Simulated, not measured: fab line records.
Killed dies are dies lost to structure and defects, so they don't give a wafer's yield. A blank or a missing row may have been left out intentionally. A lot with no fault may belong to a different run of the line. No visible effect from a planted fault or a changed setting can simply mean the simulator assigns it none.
Matching of chambers	flow nand_harc	rie_diel-06 running NHARC_A_STAIRCASE_TRIM_187: 4 sister chambers
The step chemistry O2, time 211.2 s. 4 wafers are shown with their chamber, then 8 later ones without.

## EACH WAFER AND ITS CHAMBER
wafer	chamber	showerhead_plenum_p_Torr (Torr)
L085.2	2	3.33
L091.3	3	3.63
L091.5	1	3.33
L092.3	0	3.29

## WAFERS WITH NO CHAMBER GIVEN
wafer	showerhead_plenum_p_Torr (Torr)
L092.5	3.29
L092.6	3.63
L097.1	3.32
L097.2	3.62
L097.6	3.32
L096.2	3.62
L096.4	3.32
L096.5	3.28

## EACH ONE'S CHAMBER
wafer	from the rows above	in truth
L092.5	0	0
L092.6	3	3
L097.1	can't be placed: 1 or 2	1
L097.2	3	3
L097.6	can't be placed: 1 or 2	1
L096.2	3	3
L096.4	can't be placed: 1 or 2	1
L096.5	0	0
5 of 8 placed correctly. Can't be placed from these rows: 3 (the true chamber is among the candidates in 3). 0 placed wrongly.
How it was worked out, from the rows above alone: a wafer's distance from a chamber is the root of the sum, over the readings, of the square of ((its reading less the chamber's mean) divided by the reading's scatter). If the next closest chamber is less than 2 further off than the closest, the wafer can't be placed; otherwise it belongs to the closest. Each chamber's mean is taken over the wafers shown for it. The scatter: root of mean squared gap, hidden wafer to nearest shown wafer, with one shown wafer a chamber.
